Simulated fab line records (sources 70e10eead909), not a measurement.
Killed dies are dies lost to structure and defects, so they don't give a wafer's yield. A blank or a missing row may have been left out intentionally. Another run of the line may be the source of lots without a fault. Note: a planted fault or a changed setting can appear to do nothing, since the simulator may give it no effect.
fab line records | flow nand-harc
[record] lots = 13 | wafers = 39 | last-day = 32
route steps=1302 shown A_CHANNEL_FILL_D1@495 A_DECK1_JOINT@518
lots that met no fault: taken from a fault-free run of the same line
start-h: the number of hours between the record's first day and the start of the first shown wafer of the lot | wait-h: hours elapsed since this lot's preceding step | " unchanged from the row above | L1.1+2: a row that stands for several wafers | - either no value or no given start | * or withheld: withheld | < > ~ a bound
route shown NAME@n: names a module that has steps shown in the file, with the first one's number in the route | usual: mean/standard deviation of fault-free wafers | same: alike in all rows | chamber/n: place in a boat | sites: the reading at each site | _std_site: their standard deviation | _edge_site: the outer-site mean with the inner-site mean subtracted | radius-mm: for every site, how far away it sits from the centre of the wafer | mask NAME#n: copy n | behind: tool/chamber where the wafer was last shaped | hold: why the lot was held/for how many hours/how that ended | device: which transistor (n, p or np) failed to switch | end of line: the tests these same wafers got at the end of their route | a step without rows: its recipe alone | killed: the dies lost at the first sort to structure and to defects; this is not the yield of the wafer | map: a wafer's dies, marking killed ones x, the rest . and places with no die _
set.NAME: the setting the step ran with; set.NAME@STEP: the setting that earlier step ran with | model.NAME: the simulator's own value behind a step, which no gauge read
route steps across a sampled set of lots; one table per step, one row per wafer
services: the hour from which a tool's chamber was out of use, counted from the record's first day as start-h (under 0 if before that day), plus the number of hours and why
[[steps]]
[step NHARC_A_CHANNEL_FILL_D1_ALD_15]
[recipe] target-thk-a = 20 | pulse-time-s = 60 | ald-cycles = 19 | temp-c = 630 | pressure-torr = 2 | material = SiNx
[usual] precursor-pulse-height-rel = 1.000/0.018
lot.wafer | tool             | chamber | start-h | wait-h | precursor-pulse-height-rel
L935.3    | ald-sin-batch-02 | 0       | -       | -      | 1.000
L935.4    | "                | 0       | "       | "      | 1.025
L935.5    | "                | 0       | "       | "      | 0.965
L936.1    | ald-sin-batch-02 | 0       | 215.31  | 2.9    | 1.013
L936.4    | "                | 0       | "       | "      | 0.997
L936.5    | "                | 0       | "       | "      | 1.014
L937.1    | ald-sin-batch-01 | 0       | -       | -      | 1.006
L937.3    | "                | 0       | "       | "      | 1.003
L937.4    | "                | 0       | "       | "      | 0.958
L938.2    | ald-sin-batch-01 | 0       | -       | -      | 0.980
L938.4    | "                | 0       | "       | "      | 1.024
L938.6    | "                | 0       | "       | "      | 0.971
L939.1    | ald-sin-batch-01 | 0       | -       | -      | 0.990
L939.4    | "                | 0       | "       | "      | 1.026
L939.6    | "                | 0       | "       | "      | 0.991
L940.1    | ald-sin-batch-01 | 0       | -       | -      | 1.002
L940.2    | "                | 0       | "       | "      | 1.008
L940.6    | "                | 0       | "       | "      | 1.004
L941.1    | ald-sin-batch-01 | 0       | -       | -      | 0.993
L941.2    | "                | 0       | "       | "      | 0.993
L941.3    | "                | 0       | "       | "      | 1.025
L942.1    | ald-sin-batch-01 | 0       | -       | -      | 0.972
L942.3    | "                | 0       | "       | "      | 0.972
L942.5    | "                | 0       | "       | "      | 0.995
L943.1    | ald-sin-batch-03 | 0       | 281.46  | 3.2    | 1.000
L943.3    | "                | 0       | "       | "      | 1.004
L943.4    | "                | 0       | "       | "      | 1.009
L946.2    | ald-sin-batch-01 | 0       | -       | -      | 1.006
L946.3    | "                | 0       | "       | "      | 1.014
L946.6    | "                | 0       | "       | "      | 0.996
L948.1    | ald-sin-batch-01 | 0       | 346.84  | 3.2    | 0.977
L948.3    | "                | 0       | "       | "      | 0.995
L948.4    | "                | 0       | "       | "      | 1.004
L956.1    | ald-sin-batch-03 | 0       | -       | -      | 1.022
L956.3    | "                | 0       | "       | "      | 1.020
L956.5    | "                | 0       | "       | "      | 0.965
L957.1    | ald-sin-batch-03 | 0       | -       | -      | 1.008
L957.2    | "                | 0       | "       | "      | 1.008
L957.4    | "                | 0       | "       | "      | 1.003
[step NHARC_A_CHANNEL_FILL_D1_ALD_16]
[recipe] target-thk-a = 15 | pulse-time-s = 10 | ald-cycles = 15 | temp-c = 300 | material = SiO2
[usual] heater-power-w = 454/57 | precursor-pulse-height-rel = 1.002/0.021
lot.wafer | tool      | chamber | start-h | wait-h | heater-power-w | precursor-pulse-height-rel | since-wet-clean-h
L936.4    | ald-hk-04 | 1       | 217.39  | 0.0    | 374            | 0.992                      | 127
L936.1    | "         | 3       | "       | "      | 508            | 1.009                      | 127
L936.5    | "         | 1       | "       | "      | 378            | 0.976                      | -
L935.3    | ald-hk-02 | 3       | 217.44  | 0.1    | 489            | 0.993                      | 35
L935.4    | "         | 0       | "       | "      | 526            | 0.994                      | 35
L935.5    | "         | 3       | "       | "      | 494            | 1.002                      | -
L937.4    | ald-hk-04 | 1       | 233.18  | 0.7    | 370            | 1.004                      | 143
L937.1    | "         | 2       | "       | "      | 522            | 1.000                      | 143
L937.3    | "         | 0       | "       | "      | 446            | 0.964                      | 143
L938.2    | ald-hk-02 | 3       | 239.79  | 0.0    | 512            | 1.011                      | 58
L938.4    | "         | 1       | "       | "      | 458            | 0.968                      | 58
L938.6    | "         | 3       | "       | "      | 498            | 1.005                      | -
L939.4    | ald-hk-04 | 3       | 239.80  | 0.0    | 514            | 1.019                      | 150
L939.1    | "         | 1       | "       | "      | 373            | 0.990                      | 150
L939.6    | "         | 0       | "       | "      | 444            | 1.027                      | -
L940.2    | ald-hk-04 | 1       | 248.91  | 0.1    | 377            | 1.001                      | 159
L940.1    | "         | 3       | "       | "      | 507            | 1.002                      | 159
L940.6    | "         | 1       | "       | "      | 363            | 0.967                      | -
L941.3    | ald-hk-02 | 2       | 256.94  | 0.0    | 456            | 1.038                      | 75
L941.2    | "         | 3       | "       | "      | 499            | 1.021                      | 75
L941.1    | "         | 0       | "       | "      | 525            | 1.006                      | 75
L942.1    | ald-hk-01 | 3       | 269.51  | 1.1    | 375            | 0.994                      | 141
L942.3    | "         | 0       | "       | "      | 403            | 0.988                      | 141
L942.5    | "         | 2       | "       | "      | 452            | 1.008                      | -
L943.3    | ald-hk-04 | 2       | 283.49  | 0.0    | 555            | 0.984                      | 13
L943.1    | "         | 0       | "       | "      | 429            | 0.989                      | 13
L943.4    | "         | 1       | "       | "      | 390            | 0.979                      | 13
L946.3    | ald-hk-02 | 0       | 306.86  | 0.1    | 528            | 1.003                      | 125
L946.2    | "         | 2       | "       | "      | 455            | 1.004                      | 125
L946.6    | "         | 3       | "       | "      | 484            | 1.023                      | -
L948.3    | ald-hk-04 | 0       | 348.91  | 0.0    | 432            | 1.003                      | 78
L948.1    | "         | 2       | "       | "      | 551            | 0.986                      | 78
L948.4    | "         | 3       | "       | "      | 500            | 1.023                      | 78
L956.3    | ald-hk-02 | 1       | 411.05  | 0.1    | 432            | 1.029                      | 51
L956.1    | "         | 2       | "       | "      | 447            | 1.001                      | 51
L956.5    | "         | 0       | "       | "      | 519            | 0.995                      | -
L957.1    | ald-hk-04 | 3       | 415.89  | 0.0    | 488            | 1.005                      | 145
L957.4    | "         | 0       | "       | "      | 430            | 1.017                      | 145
L957.2    | "         | 2       | "       | "      | 546            | 0.982                      | 145
[step NHARC_A_CHANNEL_FILL_D1_ETCHBACK_20]
[recipe] target-depth-a = 270 | time-s = 13.5 | c4f8-flow-sccm = withheld | o2-flow-sccm = 8 | ar-flow-sccm = withheld | rf-w = 600 | bias-w = 1500 | chemistry = C4F8/O2/Ar
[usual] oes-product-au = 0.96/0.036 | rf-vpp-V = 982/5.3
lot.wafer | tool        | chamber | start-h | wait-h | oes-product-au | rf-hours-counter-h | rf-vpp-V
L936.4    | rie-diel-04 | 1       | 229.28  | -      | 1.00           | 2.4                | 977
L936.1    | "           | 3       | "       | "      | 1.02           | 2.7                | 987
L936.5    | "           | 1       | "       | "      | 0.99           | -                  | 979
L935.3    | rie-diel-05 | 0       | 229.29  | -      | 0.94           | 8.2                | 983
L935.4    | "           | 2       | "       | "      | 0.91           | 9.4                | 989
L935.5    | "           | 0       | "       | "      | 0.93           | -                  | 984
L937.3    | rie-diel-04 | 1       | 245.00  | -      | 0.97           | 4.2                | 977
L937.1    | "           | 0       | "       | "      | 1.01           | 4.1                | 985
L937.4    | "           | 3       | "       | "      | 1.00           | -                  | 988
L938.2    | rie-diel-10 | 1       | 252.76  | -      | 1.00           | 0                  | 974
L938.4    | "           | 1       | "       | "      | 1.01           | -                  | 975
L938.6    | "           | 2       | "       | "      | 0.99           | -                  | 986
L939.1    | rie-diel-04 | 1       | 252.78  | -      | 0.99           | 4.4                | 978
L939.4    | "           | 0       | "       | "      | 1.00           | -                  | 985
L939.6    | "           | 1       | "       | "      | 0.99           | -                  | 977
L940.2    | rie-diel-04 | 2       | 260.82  | -      | 0.91           | 4.0                | 975
L940.1    | "           | 0       | "       | "      | 0.93           | 4.4                | 985
L940.6    | "           | 2       | "       | "      | 0.92           | -                  | 976
L941.3    | rie-diel-05 | 3       | 269.58  | -      | 1.00           | 0.9                | 981
L941.2    | "           | 0       | "       | "      | 0.97           | 1.7                | 984
L941.1    | "           | 2       | "       | "      | 0.99           | 2.0                | 988
L942.1    | rie-diel-10 | 3       | 281.69  | -      | 0.99           | 0.9                | 974
L942.3    | "           | 0       | "       | "      | 0.99           | 0.6                | 985
L942.5    | "           | 3       | "       | "      | 0.98           | -                  | 974
L943.1    | rie-diel-05 | 0       | 295.31  | -      | 0.99           | 3.8                | 985
L943.4    | "           | 1       | "       | "      | 1.01           | 2.9                | 982
L943.3    | "           | 3       | "       | "      | 1.02           | 3.5                | 982
L946.3    | rie-diel-10 | 0       | 319.62  | -      | 0.98           | 1.8                | 986
L946.2    | "           | 3       | "       | "      | 0.97           | 1.9                | 973
L946.6    | "           | 0       | "       | "      | 0.98           | -                  | 985
L948.3    | rie-diel-10 | 3       | 361.28  | -      | 0.92           | 4.1                | 973
L948.4    | "           | 1       | "       | "      | 0.94           | 3.9                | 974
L948.1    | "           | 2       | "       | "      | 0.92           | 4.2                | 984
L956.1    | rie-diel-04 | 0       | 423.17  | -      | 0.99           | 3.5                | 986
L956.3    | "           | 2       | "       | "      | 1.02           | 3.1                | 973
L956.5    | "           | 1       | "       | "      | 1.00           | -                  | 976
L957.2    | rie-diel-04 | 0       | 427.80  | -      | 1.00           | 3.5                | 985
L957.4    | "           | 1       | "       | "      | 1.00           | 3.6                | 976
L957.1    | "           | 2       | "       | "      | 1.01           | 3.1                | 974
[step NHARC_A_DECK1_JOINT_ETCHBACK_07]
[recipe] target-depth-a = 1050 | time-s = 26.9 | hbr-flow-sccm = 150 | rf-w = 350 | icp-w = 350 | bias-w = 60 | chemistry = HBr
[usual] drypump-motor-current-A = 5.7/0.48 | oes-product-au = 1.003/0.012 | throttle-valve-pct = 23.266/0.0095
lot.wafer | tool      | chamber | start-h | wait-h | drypump-motor-current-A | oes-product-au | rf-hours-counter-h | throttle-valve-pct
L936.1    | rie-si-01 | 3       | 253.11  | 0.1    | 5.2                     | 1.009          | 0.5                | 23.260
L936.4    | "         | 1       | "       | "      | 6.0                     | 1.011          | 0.3                | 23.262
L936.5    | "         | 3       | "       | "      | 5.2                     | 1.007          | -                  | 23.268
L935.3    | rie-si-01 | 3       | 256.76  | 0.1    | 5.2                     | 1.001          | 0.6                | 23.261
L935.4    | "         | 0       | "       | "      | 6.1                     | 0.995          | 0.3                | 23.249
L935.5    | "         | 2       | "       | "      | 5.7                     | 1.002          | -                  | 23.265
L937.3    | rie-si-06 | 1       | 269.08  | 0.1    | 4.8                     | 1.004          | 0.1                | 23.255
L937.1    | "         | 2       | "       | "      | 6.1                     | 0.990          | 0.1                | 23.274
L937.4    | "         | 3       | "       | "      | 5.5                     | 0.998          | 0.0                | 23.261
L938.4    | rie-si-06 | 0       | 277.18  | 0.1    | 5.3                     | 0.999          | 0.1                | 23.271
L938.2    | "         | 1       | "       | "      | 4.7                     | 0.993          | 0.1                | 23.270
L938.6    | "         | 1       | "       | "      | 4.8                     | 0.993          | -                  | 23.272
L940.2    | rie-si-01 | 2       | 283.50  | 0.1    | 5.6                     | 1.008          | 0.7                | 23.267
L940.1    | "         | 0       | "       | "      | 6.1                     | 1.010          | 0.3                | 23.278
L940.6    | "         | 3       | "       | "      | 5.2                     | 0.998          | -                  | 23.268
L939.1    | rie-si-05 | 3       | 283.53  | 0.1    | 6.1                     | 1.015          | 0.9                | 23.251
L939.4    | "         | 0       | "       | "      | 6.3                     | 0.993          | 1.0                | 23.290
L939.6    | "         | 1       | "       | "      | 5.0                     | 0.990          | -                  | 23.278
L941.3    | rie-si-05 | 3       | 293.18  | 0.1    | 6.1                     | 1.020          | 1.0                | 23.266
L941.2    | "         | 1       | "       | "      | 4.9                     | 0.986          | 0.9                | 23.268
L941.1    | "         | 2       | "       | "      | 6.3                     | 1.007          | 0.9                | 23.291
L942.3    | rie-si-01 | 3       | 305.24  | 0.1    | 5.2                     | 0.985          | 0.9                | 23.258
L942.1    | "         | 2       | "       | "      | 5.7                     | 1.009          | 0.9                | 23.278
L942.5    | "         | 0       | "       | "      | 6.2                     | 1.000          | -                  | 23.255
L943.4    | rie-si-01 | 1       | 321.54  | 0.1    | 6.0                     | 1.032          | 0.8                | 23.270
L943.3    | "         | 2       | "       | "      | 5.7                     | 1.015          | 1.0                | 23.264
L943.1    | "         | 3       | "       | "      | 5.2                     | 1.005          | 1.0                | 23.251
L946.2    | rie-si-01 | 1       | 343.32  | 0.1    | 6.0                     | 1.028          | 0.9                | 23.257
L946.3    | "         | 2       | "       | "      | 5.7                     | 1.031          | 1.2                | 23.251
L946.6    | "         | 0       | "       | "      | 6.1                     | 1.012          | -                  | 23.255
L948.1    | rie-si-01 | 2       | 385.01  | 0.1    | 5.7                     | 1.351          | 0.0                | 23.247
L948.4    | "         | 3       | "       | "      | 5.2                     | 1.012          | 0.0                | 23.271
L948.3    | "         | 0       | "       | "      | 6.1                     | 0.999          | 0.0                | 23.270
L956.1    | rie-si-05 | 3       | 446.93  | 0.1    | 6.1                     | 0.990          | 0.8                | 23.266
L956.3    | "         | 0       | "       | "      | 6.3                     | 1.007          | 0.8                | 23.263
L956.5    | "         | 2       | "       | "      | 6.3                     | 0.995          | -                  | 23.273
L957.4    | rie-si-06 | 3       | 451.38  | 0.1    | 5.5                     | 0.998          | 0.1                | 23.269
L957.1    | "         | 0       | "       | "      | 5.3                     | 1.017          | 0.1                | 23.279
L957.2    | "         | 1       | "       | "      | 4.8                     | 1.022          | 0.1                | 23.269
[[services]]
tool        | chamber | start-h | hours | kind
rie-si-06   | -       | 191.43  | 0.8   | repair
rie-diel-05 | 3       | 192.28  | 6.1   | repair
rie-si-01   | -       | 193.00  | 9.0   | pm
rie-diel-10 | 3       | 195.13  | 11.9  | repair
rie-diel-04 | 3       | 207.98  | 7.4   | repair
rie-diel-10 | 1       | 208.73  | 7.4   | repair
rie-si-01   | 0       | 223.54  | 10.3  | repair
rie-diel-05 | -       | 230.04  | 9.0   | pm
rie-diel-04 | 2       | 242.17  | 15.0  | repair
rie-diel-10 | -       | 242.50  | 9.0   | pm
rie-si-06   | -       | 249.00  | 9.0   | pm
rie-diel-10 | 1       | 282.43  | 12.4  | repair
rie-diel-04 | 0       | 287.75  | 23.4  | repair
rie-diel-10 | 3       | 296.05  | 4.8   | repair
rie-diel-10 | 2       | 326.59  | 4.0   | repair
ald-hk-02   | -       | 342.46  | 1.2   | repair
rie-diel-04 | -       | 349.11  | 1.6   | repair
ald-hk-02   | -       | 350.04  | 10.0  | pm
rie-si-01   | 1       | 354.03  | 8.0   | repair
rie-diel-04 | -       | 354.91  | 9.0   | pm
rie-si-01   | -       | 370.00  | 9.0   | pm
rie-diel-10 | 1       | 393.48  | 1.2   | repair
rie-diel-10 | -       | 419.50  | 9.0   | pm
ald-hk-04   | -       | 438.80  | 10.0  | pm
[[key]]
[first-sign] step = NHARC_A_DECK1_JOINT_ETCHBACK_07 | reading = oes-product-au | direction = up | sigmas = 29 | usual = 1.003 | struck = 1.351
effect none on later readings
met-at NHARC_A_DECK1_JOINT_ETCHBACK_07
struck-lots L948
struck-wafers L948.1
tester-left-out L948
not-acting-at NHARC_A_CHANNEL_FILL_D1_ALD_15,NHARC_A_CHANNEL_FILL_D1_ALD_16,NHARC_A_CHANNEL_FILL_D1_ETCHBACK_20
onset-between 343.32 385.01
[fault] kind = process-parameter-drift | tool = rie-si-01 | chamber = - | onset-h = 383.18 | steps = NHARC_A_DECK1_JOINT_ETCHBACK_07 | channel = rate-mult | offset = 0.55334 | shape = step | end-h = 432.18 | scope = struck-wafers-only
// tester-left-out: of these lots the tester's yield and bins aren't shown, on N5 and GAA mostly nor the transistor test; their killed dies are dies lost to structure and defects alone, not to doping, threshold or leakage, so they don't give the yield
